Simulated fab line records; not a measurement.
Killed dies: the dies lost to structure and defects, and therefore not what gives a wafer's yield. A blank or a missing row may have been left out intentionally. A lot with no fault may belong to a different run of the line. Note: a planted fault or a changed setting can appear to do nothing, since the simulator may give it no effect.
Matching of chambers + flow n5Finfet + rieDiel-03 running N5_BEOL_M7_ETCH_65: 4 sister chambers
The step etches SiARC in CF4, target depth 15.6 nm, time 26 s. 4 wafers are shown with their chamber, then 9 later ones without.

## WAFERS PAIRED WITH THEIR CHAMBERS
| wafer  | chamber | throttleValvePct (%) |
|--------|---------|----------------------|
| L081.6 | 2       | 15.73                |
| L088.2 | 0       | 15.38                |
| L087.4 | 1       | 15.79                |
| L087.5 | 3       | 15.45                |

## WAFERS WHOSE CHAMBER IS MISSING
| wafer  | throttleValvePct (%) |
|--------|----------------------|
| L091.1 | 15.47                |
| L091.2 | 15.77                |
| L091.4 | 15.41                |
| L092.2 | 15.80                |
| L092.4 | 15.38                |
| L092.5 | 15.39                |
| L096.3 | 15.49                |
| L096.4 | 15.79                |
| L096.5 | 15.39                |

## THE CHAMBER EACH PASSED THROUGH
| wafer  | from the rows above     | in truth                   |
|--------|-------------------------|----------------------------|
| L091.1 | 3                       | 3                          |
| L091.2 | can't be placed: 1 or 2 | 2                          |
| L091.4 | can't be placed: 0 or 3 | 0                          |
| L092.2 | 1                       | 1                          |
| L092.4 | 0                       | 0                          |
| L092.5 | 0                       | 0                          |
| L096.3 | 3                       | 3                          |
| L096.4 | 1                       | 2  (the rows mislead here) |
| L096.5 | 0                       | 0                          |
Placed correctly: 6 of 9. Can't be placed from these rows: 2 (the true chamber is among the candidates in 2). Placed wrongly: 1.
How it was worked out, from the rows above alone: a wafer's distance from a chamber is the root of the sum, over the readings, of the square of ((its reading less the chamber's mean) divided by the reading's scatter). The wafer belongs to the nearest chamber; if the next one is less than 2 further off, it can't be placed. For every chamber, the mean is computed from those of its wafers that are shown. The scatter: root of mean squared gap, hidden wafer to nearest shown wafer, with one shown wafer a chamber.
